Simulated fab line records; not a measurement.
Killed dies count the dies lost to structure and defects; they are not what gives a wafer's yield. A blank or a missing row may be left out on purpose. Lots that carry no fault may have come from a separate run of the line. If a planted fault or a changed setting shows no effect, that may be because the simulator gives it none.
fab line records | flow n5_finfet
record lots=9 | wafers=27 | last_day=18
route steps=1938 shown SD_EPI_P@307 SD_ACTIVATION@331 ILD0@343 BEOL_M4@1111 PASSIVATION@1936
lots that met no fault: from a run of the same line without faults
start_h: the number of hours between the record's first day and the start of the first shown wafer of the lot | wait_h: hours since the lot's step before | " identical to the entry in the row above | L1.1+2: one row covering several wafers at once | - no value, or no start was given | * or withheld: withheld | < > ~ a bound
route shown NAME@n: NAME is a module with steps in the file, n the number in the route of the first one | usual: mean/standard deviation of fault-free wafers | same: alike in all rows | chamber/n: place in a boat | sites: readings site by site | _std_site: how widely they spread, as a standard deviation | _edge_site: the outer-site mean with the inner-site mean subtracted | radius_mm: for every site, how far away it sits from the centre of the wafer | mask NAME#n: copy n | behind: tool/chamber where the wafer was last shaped | hold: why the lot went on hold/how many hours it stayed there/how the hold came to an end | device: the n, p or np transistor that did not switch | end of line: tests of these same wafers at the route's end | where a step has no rows: the recipe by itself | killed: not the wafer's yield, but the dies lost to structure and defects at the first sort | map: dies across one wafer; x = killed, . = not, _ = none there
set.NAME: the setting as run; set.NAME@STEP: as run at that earlier step | model.NAME: the simulator's own value behind a step, which no gauge read
the route's steps for a sample of lots (tables are steps, rows are wafers)
services: when a tool's chamber went out of use (start_h, in hours from the record's first day, below 0 if earlier), for how many hours, and the reason
## steps
# step N5_SD_EPI_P_ETCH_36
# recipe chemistry=CF4 | target=SiARC | target_depth_a=455 | mask_material=CAR-ArF-block | time_s=75.8 | ion_energy_ev=80 | pressure_mtorr=40 | source_w=545 | bias_w=36 | Ar_flow_sccm=100 | cf4_flow_sccm=100 | ends=cleared
# usual drypump_motor_current_A=5.7/0.4 | etch_rf_on_time_s=75.7/1.4 | oes_product_au=0.66/0.07 | rf_vpp_V=184.0/1.2 | showerhead_plenum_p_Torr=2.14/0.065 | throttle_valve_pct=15.60/0.25
lot.wafer | tool        | chamber | start_h | wait_h | drypump_motor_current_A | etch_rf_on_time_s | oes_product_au | rf_hours_counter_h | rf_vpp_V | showerhead_plenum_p_Torr | throttle_valve_pct
L537.1    | rie_diel-06 | 3       | 77.87   | 0.0    | 5.5                     | 73.1              | 0.84           | 3                  | 182.4    | 2.19                     | 15.25
L537.3    | "           | 2       | "       | "      | 5.2                     | 76.0              | 0.63           | 159                | 184.9    | 2.23                     | 15.83
L537.6    | "           | 0       | "       | "      | 5.9                     | 76.6              | 0.61           | -                  | 183.1    | 2.11                     | 15.70
L538.3    | rie_diel-02 | 0       | 84.19   | 0.0    | 5.9                     | 75.4              | 0.61           | 202                | 182.1    | 2.04                     | 16.06
L538.4    | "           | 3       | "       | "      | 6.4                     | 80.1              | 0.58           | 193                | 185.0    | 2.12                     | 15.66
L538.6    | "           | 2       | "       | "      | 5.8                     | 77.1              | 0.63           | -                  | 184.5    | 2.22                     | 15.69
L539.1    | rie_diel-02 | 2       | 91.29   | 0.0    | 5.8                     | 77.0              | 0.63           | 164                | 185.3    | 2.21                     | 15.70
L539.4    | "           | 0       | "       | "      | 5.9                     | 76.1              | 0.61           | 205                | 182.2    | 2.04                     | 16.07
L539.5    | "           | 3       | "       | "      | 6.4                     | 79.0              | 0.58           | -                  | 185.0    | 2.12                     | 15.67
L540.1    | rie_diel-01 | 1       | 94.33   | 0.0    | 6.4                     | 76.5              | 0.81           | 11                 | 184.2    | 2.11                     | 15.39
L540.3    | "           | 3       | "       | "      | 5.9                     | 75.5              | 0.73           | 80                 | 185.5    | 2.25                     | 15.48
L540.5    | "           | 2       | "       | "      | 5.6                     | 74.5              | 0.64           | -                  | 183.5    | 2.14                     | 15.40
L541.1    | rie_diel-02 | 3       | 102.73  | 0.0    | 6.4                     | 78.2              | 0.58           | 199                | 182.5    | 2.12                     | 15.68
L541.2    | "           | 1       | "       | "      | 5.2                     | 74.6              | 0.66           | 136                | 182.8    | 2.06                     | 15.26
L541.3    | "           | 0       | "       | "      | 5.9                     | 75.9              | 0.60           | 208                | 182.4    | 2.03                     | 16.10
L543.1    | rie_diel-02 | 0       | 112.69  | 0.0    | 5.9                     | 75.5              | 0.61           | 211                | 184.6    | 2.03                     | 16.10
L543.3    | "           | 2       | "       | "      | 5.8                     | 75.8              | 0.63           | 170                | 185.7    | 2.21                     | 15.70
L543.6    | "           | 1       | "       | "      | 5.2                     | 75.3              | 0.66           | -                  | 183.4    | 2.06                     | 15.26
L550.1    | rie_diel-06 | 0       | 156.29  | 0.0    | 5.9                     | 75.3              | 0.59           | 244                | 184.1    | 2.11                     | 15.71
L550.3    | "           | 3       | "       | "      | 5.5                     | 72.4              | 0.78           | 26                 | 183.5    | 2.18                     | 15.30
L550.6    | "           | 3       | "       | "      | 5.5                     | 73.3              | 0.78           | -                  | 185.1    | 2.18                     | 15.27
L552.1    | rie_diel-06 | 3       | 165.74  | 0.0    | 5.5                     | 73.0              | 0.78           | 28                 | 184.7    | 2.18                     | 15.29
L552.2    | "           | 1       | "       | "      | 5.5                     | 75.6              | 0.58           | 234                | 183.6    | 2.11                     | 15.57
L552.5    | "           | 0       | "       | "      | 5.9                     | 76.2              | 0.60           | -                  | 184.1    | 2.10                     | 15.74
L556.2    | rie_diel-02 | 3       | 191.40  | 0.0    | 6.4                     | 78.7              | 0.56           | 227                | 184.0    | 2.11                     | 15.71
L556.4    | "           | 2       | "       | "      | 5.8                     | 75.6              | 0.62           | 194                | 185.6    | 2.20                     | 15.74
L556.6    | "           | 1       | "       | "      | 5.2                     | 74.3              | 0.65           | -                  | 182.1    | 2.05                     | 15.30
# step N5_SD_ACTIVATION_LSA_01
# recipe temp_c=1080 | time_s=0.0008 | ambient=N2
# usual wafer_temp_C_max=1084.9/0.81
lot.wafer | tool            | chamber | start_h | wait_h | wafer_temp_C_max
L537.1    | laser_anneal-02 | 0       | 83.89   | 0.2    | 1086.0
L537.3    | "               | 0       | "       | "      | 1087.2
L537.6    | "               | 0       | "       | "      | 1084.7
L538.3    | laser_anneal-01 | 0       | 88.17   | 0.2    | 1082.9
L538.4    | "               | 0       | "       | "      | 1083.9
L538.6    | "               | 0       | "       | "      | 1084.8
L539.1    | laser_anneal-02 | 0       | 95.20   | 0.2    | 1085.0
L539.4    | "               | 0       | "       | "      | 1087.3
L539.5    | "               | 0       | "       | "      | 1084.2
L540.1    | laser_anneal-01 | 0       | 99.25   | 0.2    | 1084.4
L540.3    | "               | 0       | "       | "      | 1084.8
L540.5    | "               | 0       | "       | "      | 1085.2
L541.1    | laser_anneal-02 | 0       | 106.77  | 0.2    | 1086.5
L541.2    | "               | 0       | "       | "      | 1084.7
L541.3    | "               | 0       | "       | "      | 1085.0
L543.1    | laser_anneal-02 | 0       | 117.44  | 0.2    | 1085.2
L543.3    | "               | 0       | "       | "      | 1084.9
L543.6    | "               | 0       | "       | "      | 1085.7
L550.1    | laser_anneal-02 | 0       | 160.23  | 0.2    | 1033.3
L550.3    | "               | 0       | "       | "      | 1033.8
L550.6    | "               | 0       | "       | "      | 1035.1
L552.1    | laser_anneal-02 | 0       | 169.66  | 0.2    | 1034.5
L552.2    | "               | 0       | "       | "      | 1033.9
L552.5    | "               | 0       | "       | "      | 1034.4
L556.2    | laser_anneal-01 | 0       | 195.34  | 0.2    | 1085.8
L556.4    | "               | 0       | "       | "      | 1083.8
L556.6    | "               | 0       | "       | "      | 1085.3
# step N5_SD_ACTIVATION_RS_MEAS_03
# recipe thk_meas_gauge=four-point-probe
# usual RS_SD_N=21.9/0.31 | RS_SD_P=56.0/0.76
lot.wafer | tool          | chamber | start_h | wait_h | RS_SD_N[ohm/sq] | RS_SD_P[ohm/sq]
L537.1    | film_metro-01 | -       | 84.09   | 0.2    | 21.6            | 55.7
L537.3    | "             | -       | "       | "      | 21.8            | 55.4
L537.6    | "             | -       | "       | "      | 21.6            | 56.2
L538.3    | film_metro-01 | -       | 88.35   | 0.2    | 21.2            | 55.5
L538.4    | "             | -       | "       | "      | 21.4            | 55.1
L538.6    | "             | -       | "       | "      | 21.6            | 55.4
L539.1    | film_metro-01 | -       | 95.41   | 0.2    | 21.4            | 56.6
L539.4    | "             | -       | "       | "      | 21.5            | 56.9
L539.5    | "             | -       | "       | "      | 21.9            | 56.9
L540.1    | film_metro-02 | -       | 99.45   | 0.2    | 22.4            | 55.1
L540.3    | "             | -       | "       | "      | 22.5            | 56.2
L540.5    | "             | -       | "       | "      | 22.2            | 55.1
L541.1    | film_metro-01 | -       | 106.97  | 0.2    | 21.6            | 56.1
L541.2    | "             | -       | "       | "      | 21.4            | 54.7
L541.3    | "             | -       | "       | "      | 21.2            | 55.0
L543.1    | film_metro-01 | -       | 117.65  | 0.2    | 21.5            | 55.3
L543.3    | "             | -       | "       | "      | 21.4            | 56.7
L543.6    | "             | -       | "       | "      | 21.8            | 55.9
L550.1    | film_metro-02 | -       | 160.43  | 0.2    | 27.4            | 58.6
L550.3    | "             | -       | "       | "      | 26.6            | 58.9
L550.6    | "             | -       | "       | "      | 27.1            | 58.5
L552.1    | film_metro-01 | -       | 169.86  | 0.2    | 26.7            | 56.2
L552.2    | "             | -       | "       | "      | 26.9            | 57.2
L552.5    | "             | -       | "       | "      | 26.9            | 56.2
L556.2    | film_metro-02 | -       | 195.54  | 0.2    | 22.0            | 56.3
L556.4    | "             | -       | "       | "      | 22.2            | 56.2
L556.6    | "             | -       | "       | "      | 22.5            | 55.9
# step N5_SD_ACTIVATION_INSPECT_02
# recipe inspect_instrument=darkfield | mode=post_anneal
# usual raw_defect_count=188/41
lot.wafer | tool              | chamber | start_h | wait_h | raw_defect_count
L537.1    | defect_inspect-02 | -       | 84.42   | 0.2    | 145
L537.3    | "                 | -       | "       | "      | 215
L537.6    | "                 | -       | "       | "      | 167
L538.3    | defect_inspect-01 | -       | 88.64   | 0.1    | 184
L538.4    | "                 | -       | "       | "      | 218
L538.6    | "                 | -       | "       | "      | 249
L539.1    | defect_inspect-01 | -       | 95.73   | 0.2    | 189
L539.4    | "                 | -       | "       | "      | 159
L539.5    | "                 | -       | "       | "      | 201
L540.1    | defect_inspect-02 | -       | 99.77   | 0.2    | 112
L540.3    | "                 | -       | "       | "      | 142
L540.5    | "                 | -       | "       | "      | 179
L541.1    | defect_inspect-02 | -       | 107.29  | 0.2    | 137
L541.2    | "                 | -       | "       | "      | 138
L541.3    | "                 | -       | "       | "      | 153
L543.1    | defect_inspect-01 | -       | 117.97  | 0.2    | 153
L543.3    | "                 | -       | "       | "      | 185
L543.6    | "                 | -       | "       | "      | 142
L550.1    | defect_inspect-02 | -       | 160.75  | 0.2    | 182
L550.3    | "                 | -       | "       | "      | 166
L550.6    | "                 | -       | "       | "      | 185
L552.1    | defect_inspect-01 | -       | 170.18  | 0.2    | 215
L552.2    | "                 | -       | "       | "      | 166
L552.5    | "                 | -       | "       | "      | 177
L556.2    | defect_inspect-02 | -       | 195.84  | 0.1    | 133
L556.4    | "                 | -       | "       | "      | 209
L556.6    | "                 | -       | "       | "      | 183
# step N5_ILD0_ALD_15
# recipe material=SiNx | target_thk_a=240 | temp_c=400 | ald_precursor_family=SiH2I2 | ald_co_reactant=N2/H2-plasma | pulse_time_s=1 | ald_cycles=480 | purge_time_s=2 | co_reactant_purge_time_s=2 | pressure_torr=2
# usual heater_power_w=866/89 | precursor_pulse_height_rel=1.003/0.021
lot.wafer | tool       | chamber | start_h | wait_h | heater_power_w | precursor_pulse_height_rel
L537.1    | ald_sin-01 | 2       | 88.22   | 0.6    | 1008           | 1.002
L537.3    | "          | 3       | "       | "      | 814            | 1.037
L537.6    | "          | 3       | 89.31   | 1.2    | 807            | 1.022
L538.3    | ald_sin-03 | 2       | 94.22   | 0.7    | 925            | 1.009
L538.4    | "          | 0       | "       | "      | 736            | 1.002
L538.6    | "          | 0       | 95.31   | 1.4    | 764            | 0.974
L539.1    | ald_sin-01 | 3       | 99.73   | 0.7    | 819            | 0.996
L539.4    | "          | 2       | "       | "      | 1000           | 1.025
L539.5    | "          | 3       | 100.82  | 1.4    | 808            | 1.049
L540.1    | ald_sin-03 | 3       | 104.74  | 0.6    | 862            | 1.043
L540.3    | "          | 2       | "       | "      | 959            | 0.982
L540.5    | "          | 3       | 105.82  | 1.3    | 846            | 0.995
L541.1    | ald_sin-03 | 0       | 111.21  | 0.6    | 756            | 1.019
L541.2    | "          | 3       | "       | "      | 864            | 0.975
L541.3    | "          | 1       | "       | "      | 997            | 1.028
L543.1    | ald_sin-03 | 3       | 121.83  | 0.6    | 845            | 0.983
L543.3    | "          | 2       | "       | "      | 933            | 1.034
L543.6    | "          | 2       | 122.92  | 1.1    | 945            | 1.002
L550.1    | ald_sin-03 | 2       | 164.87  | 0.6    | 927            | 1.017
L550.3    | "          | 0       | "       | "      | 746            | 1.007
L550.6    | "          | 3       | 165.95  | 1.1    | 841            | 1.012
L552.1    | ald_sin-03 | 3       | 174.00  | 0.6    | 841            | 1.014
L552.2    | "          | 2       | "       | "      | 952            | 1.002
L552.5    | "          | 2       | 175.08  | 1.2    | 950            | 1.011
L556.2    | ald_sin-03 | 3       | 200.01  | 0.5    | 870            | 1.013
L556.4    | "          | 0       | "       | "      | 772            | 0.967
L556.6    | "          | 3       | 201.10  | 1.1    | 849            | 1.012
# step N5_BEOL_M4_RC_MEAS_101
# usual DIBL_N=36.5/1.8 | DIBL_P=36.5/2.1 | IOFF_N=0.17/0.031 | IOFF_P=0.22/0.036 | ION_N=677/11 | ION_P=463/8 | RC_DENSE_N=18.5/0.5 | RC_N=15.1/0.4 | REXT_N=74.9/1.8 | RS_SD_N=28.4/0.41 | SS_N=71.6/0.61 | SS_P=73.3/0.63 | VT_N=249/3.1 | VT_P=-250/3.3
lot.wafer | tool      | chamber | start_h | wait_h | DIBL_N[mV/V] | DIBL_P[mV/V] | IOFF_N[nA/um] | IOFF_P[nA/um] | ION_N[uA/um] | ION_P[uA/um] | RC_DENSE_N[ohm.um] | RC_N[ohm.um] | REXT_N[ohm.um] | RS_SD_N[ohm/sq] | SS_N[mV/dec] | SS_P[mV/dec] | VT_N[mV] | VT_P[mV]
L537.1    | prober-01 | 0       | 189.47  | 0.0    | 37.0         | 36.2         | 0.16          | 0.20          | 671          | 458          | 18.5               | 14.9         | 73.0           | 28.2            | 71.6         | 73.5         | 247      | -251
L537.3    | "         | 0       | "       | "      | 38.6         | 39.5         | 0.19          | 0.25          | 691          | 474          | 18.1               | 14.8         | 73.6           | 27.9            | 71.3         | 74.3         | 247      | -247
L537.6    | "         | 0       | "       | "      | 36.6         | 36.2         | 0.15          | 0.20          | 676          | 469          | 18.0               | 14.8         | 73.8           | 27.9            | 70.8         | 73.4         | 249      | -248
L538.3    | prober-01 | 0       | 202.24  | 0.3    | 38.5         | 38.5         | 0.21          | 0.26          | 694          | 476          | 18.5               | 15.0         | 73.9           | 27.5            | 72.0         | 73.7         | 242      | -245
L538.4    | "         | 0       | "       | "      | 34.7         | 34.7         | 0.14          | 0.20          | 681          | 468          | 18.8               | 15.3         | 75.0           | 27.9            | 71.0         | 72.8         | 250      | -248
L538.6    | "         | 0       | "       | "      | 36.1         | 35.5         | 0.15          | 0.20          | 679          | 469          | 19.9               | 16.1         | 75.4           | 28.1            | 71.7         | 73.1         | 250      | -249
L540.1    | prober-01 | 0       | 211.96  | 0.0    | 36.8         | 35.8         | 0.16          | 0.21          | 675          | 460          | 18.4               | 15.2         | 75.7           | 28.8            | 71.4         | 73.3         | 248      | -249
L540.3    | "         | 0       | "       | "      | 33.8         | 32.8         | 0.12          | 0.16          | 673          | 459          | 18.9               | 15.4         | 75.5           | 28.7            | 71.0         | 72.4         | 251      | -254
L540.5    | "         | 0       | "       | "      | 35.6         | 34.7         | 0.15          | 0.19          | 670          | 461          | 19.1               | 15.3         | 74.8           | 28.6            | 71.0         | 72.5         | 249      | -248
L539.1    | prober-02 | 0       | 212.25  | 0.0    | 35.0         | 35.6         | 0.13          | 0.19          | 667          | 465          | 18.9               | 15.2         | 73.3           | 27.4            | 70.8         | 73.1         | 249      | -251
L539.4    | "         | 0       | "       | "      | 35.7         | 36.2         | 0.15          | 0.20          | 678          | 467          | 18.1               | 14.9         | 73.8           | 27.8            | 71.3         | 73.9         | 249      | -253
L539.5    | "         | 0       | "       | "      | 33.9         | 34.9         | 0.13          | 0.18          | 675          | 463          | 18.3               | 15.0         | 74.0           | 27.8            | 70.9         | 72.5         | 251      | -251
L541.1    | prober-02 | 0       | 219.61  | 0.0    | 35.0         | 34.7         | 0.15          | 0.20          | 676          | 462          | 18.0               | 14.8         | 73.1           | 27.8            | 71.1         | 73.3         | 247      | -251
L541.2    | "         | 0       | "       | "      | 35.3         | 34.6         | 0.16          | 0.20          | 677          | 465          | 18.3               | 15.0         | 72.6           | 27.5            | 70.5         | 72.5         | 246      | -251
L541.3    | "         | 0       | "       | "      | 36.3         | 35.7         | 0.16          | 0.21          | 678          | 462          | 18.3               | 15.0         | 73.3           | 27.5            | 71.2         | 73.3         | 250      | -251
L543.1    | prober-01 | 0       | 236.67  | 0.0    | 36.4         | 35.0         | 0.18          | 0.20          | 679          | 454          | 18.2               | 14.9         | 76.4           | 28.1            | 71.9         | 72.7         | 246      | -252
L543.3    | "         | 0       | "       | "      | 38.2         | 36.7         | 0.20          | 0.22          | 675          | 452          | 18.1               | 14.8         | 76.7           | 27.8            | 72.8         | 73.5         | 248      | -250
L543.6    | "         | 0       | "       | "      | 37.4         | 35.6         | 0.20          | 0.21          | 672          | 452          | 17.8               | 14.6         | 75.8           | 28.3            | 71.6         | 73.1         | 246      | -252
L550.1    | prober-01 | 0       | 274.17  | 0.0    | 33.5         | 31.5         | 0.12          | 0.16          | 656          | 455          | 22.6               | 18.5         | 82.9           | 34.7            | 70.5         | 71.7         | 253      | -252
L550.3    | "         | 0       | "       | "      | 36.8         | 35.1         | 0.19          | 0.21          | 671          | 459          | 22.2               | 18.1         | 81.7           | 33.7            | 71.1         | 73.0         | 245      | -246
L550.6    | "         | 0       | "       | "      | 35.6         | 33.6         | 0.16          | 0.19          | 658          | 455          | 22.5               | 18.5         | 82.9           | 34.0            | 71.3         | 73.0         | 247      | -251
L552.1    | prober-02 | 0       | 274.38  | 0.0    | 37.2         | 38.0         | 0.20          | 0.29          | 677          | 475          | 22.8               | 18.6         | 85.6           | 33.6            | 72.0         | 73.7         | 247      | -242
L552.2    | "         | 0       | "       | "      | 35.7         | 36.7         | 0.18          | 0.27          | 684          | 481          | 21.7               | 17.8         | 84.9           | 33.9            | 71.0         | 73.5         | 247      | -243
L552.5    | "         | 0       | "       | "      | 36.5         | 37.7         | 0.19          | 0.30          | 682          | 477          | 23.7               | 19.4         | 87.7           | 33.7            | 71.7         | 73.8         | 248      | -241
L556.2    | prober-01 | 0       | 335.20  | 0.2    | 37.0         | 35.4         | 0.15          | 0.20          | 662          | 456          | 19.1               | 15.5         | 74.5           | 28.6            | 72.7         | 72.6         | 253      | -251
L556.4    | "         | 0       | "       | "      | 40.1         | 39.8         | 0.20          | 0.28          | 673          | 465          | 18.4               | 15.1         | 73.9           | 28.5            | 72.6         | 74.4         | 251      | -245
L556.6    | "         | 0       | "       | "      | 38.5         | 38.1         | 0.18          | 0.25          | 667          | 461          | 18.6               | 15.1         | 74.7           | 28.6            | 71.9         | 73.8         | 248      | -247
# step N5_PASSIVATION_PROBE_49
# usual defect_limited_yield=91.4/1.5 | killed_at_M0_to_M3=35/11 | killed_at_M4_up=16/7 | killed_at_contacts=11/5.3 | killed_at_front_end=37/11 | killed_at_other=3.1/2.8 | killed_dies=102/18 | killed_open=69/15 | killed_short=31/7.8 | sort_bin_5_function=5.1/1.1 | sort_bin_6_memory=3.2/0.69 | sort_n_pass=1078/18 | sort_yield_pct=91.4/1.5
# same gross_dies=1180 | killed_at_back_side=0 | sort_bin_4_leakage[%]=0 | sort_bin_8_speed[%]=0
lot.wafer | tool      | chamber | start_h | wait_h | defect_limited_yield[%] | killed_at_M0_to_M3 | killed_at_M4_up | killed_at_contacts | killed_at_front_end | killed_at_other | killed_dies | killed_open | killed_short | sort_bin_5_function[%] | sort_bin_6_memory[%] | sort_n_pass | sort_yield_pct[%]
L538.3    | prober-01 | -       | 303.29  | 0.1    | 92.8                    | 21                 | 18              | 12                 | 30                  | 4               | 85          | 62          | 18           | 3.6                    | 3.4                  | 1095        | 92.8
L538.4    | prober-01 | -       | 303.34  | 0.2    | 89.2                    | 41                 | 34              | 12                 | 38                  | 2               | 127         | 83          | 43           | 6.3                    | 4.1                  | 1053        | 89.2
L538.6    | prober-01 | -       | 303.44  | 0.3    | 91.8                    | 31                 | 22              | 12                 | 32                  | 0               | 97          | 63          | 29           | 5.1                    | 2.8                  | 1083        | 91.8
L540.1    | prober-01 | -       | 313.43  | 0.0    | 91.0                    | 56                 | 6               | 11                 | 31                  | 2               | 106         | 59          | 47           | 5.5                    | 3.1                  | 1074        | 91.0
L540.5    | prober-01 | -       | 313.63  | 0.2    | 91.7                    | 42                 | 12              | 11                 | 31                  | 2               | 98          | 62          | 34           | 4.7                    | 3.4                  | 1082        | 91.7
# killed by level:class
L538.3 MOL_CONTACT_COAG:geometric_particle:open=11 FIN_SAQP:geometric_particle:open=7 BEOL_M4:geometric_particle:open=6 STI_FIN_REVEAL:geometric_particle:open=5 BEOL_M0_SAQP:geometric_particle:open=5 BEOL_M1:geometric_particle:open=5 GATE_CUT:geometric_particle:open=4 BEOL_M5:geometric_particle:open=4
L538.4 BEOL_M2:geometric_particle:open=10 BEOL_M4:geometric_particle:open=9 FIN_SAQP:geometric_particle:open=8 MOL_CONTACT_COAG:geometric_particle:open=8 BEOL_M0:geometric_particle:open=7 FIN_SAQP:geometric_particle:short=6 BEOL_M0_SAQP:geometric_particle:short=6 BEOL_M8:geometric_particle:open=6
L538.6 MOL_CONTACT_COAG:geometric_particle:open=9 BEOL_M0_SAQP:geometric_particle:open=7 BEOL_M1:geometric_particle:open=7 ILD0:geometric_particle:short=6 BEOL_M2:geometric_particle:open=6 STI_FIN_REVEAL:geometric_particle:open=5 BEOL_M4:geometric_particle:open=5 FIN_SAQP:geometric_particle:short=4
L540.1 BEOL_M0_SAQP:geometric_particle:short=22 BEOL_M0_SAQP:geometric_particle:open=18 MOL_CONTACT_COAG:geometric_particle:open=9 BEOL_M1:geometric_particle:open=6 GATE_CUT:geometric_particle:short=5 FIN_SAQP:geometric_particle:open=4 FIN_SAQP:geometric_particle:short=4 STI_FIN_REVEAL:geometric_particle:open=3
L540.5 BEOL_M0_SAQP:geometric_particle:open=15 BEOL_M0_SAQP:geometric_particle:short=14 MOL_CONTACT_COAG:geometric_particle:open=9 FIN_SAQP:geometric_particle:open=6 BEOL_M4:geometric_particle:open=6 DUMMY_GATE:geometric_particle:open=5 BEOL_M1:geometric_particle:open=5 FIN_SAQP:geometric_particle:short=4
## services
tool            | chamber | start_h | hours | kind
rie_diel-01     | 1       | 107.72  | 3.6   | repair
ald_sin-03      | -       | 130.20  | 1.2   | repair
ald_sin-01      | 0       | 144.35  | 15.5  | repair
laser_anneal-02 | -       | 156.66  | 0.8   | repair
rie_diel-06     | 2       | 162.47  | 4.1   | repair
rie_diel-01     | -       | 165.45  | 15.6  | pm
ald_sin-03      | 1       | 166.43  | 8.9   | repair
rie_diel-06     | 0       | 175.79  | -     | clean
rie_diel-06     | 0       | 175.79  | -     | consumable_replace:focus_ring
rie_diel-06     | 0       | 175.79  | 25.3  | scheduled_down
rie_diel-06     | 0       | 175.79  | 25.3  | vent_cycle
laser_anneal-01 | -       | 179.79  | 2.4   | repair
laser_anneal-02 | -       | 187.75  | 3.6   | pm
laser_anneal-01 | -       | 197.08  | 13.2  | pm
## key
first_sign step=N5_SD_ACTIVATION_LSA_01 | reading=wafer_temp_C_max | direction=down | sigmas=63 | usual=* | struck=*
effect step=N5_SD_ACTIVATION_RS_MEAS_03 | reading=RS_SD_N | direction=up | sigmas=16 | usual=21.9 | struck=26.9
effect step=N5_BEOL_M4_RC_MEAS_101 | reading=RS_SD_N | direction=up | sigmas=13 | usual=28.4 | struck=33.9
effect step=N5_BEOL_M4_RC_MEAS_101 | reading=RC_N | direction=up | sigmas=8.5 | usual=15.1 | struck=18.5
effect step=N5_BEOL_M4_RC_MEAS_101 | reading=RC_DENSE_N | direction=up | sigmas=8 | usual=18.5 | struck=22.6
effect step=N5_BEOL_M4_RC_MEAS_101 | reading=REXT_N | direction=up | sigmas=5.3 | usual=74.9 | struck=84.3
met_at N5_SD_ACTIVATION_LSA_01
struck_lots L550,L552
not_acting_at N5_SD_EPI_P_ETCH_36,N5_SD_ACTIVATION_INSPECT_02,N5_ILD0_ALD_15
onset_between 117.44 160.23
fault kind=process_parameter_drift | tool=laser_anneal-02 | chamber=- | onset_h=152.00 | steps=N5_SD_ACTIVATION_LSA_01 | channel=temp_c | offset=* | shape=step | end_h=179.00 | stated=*
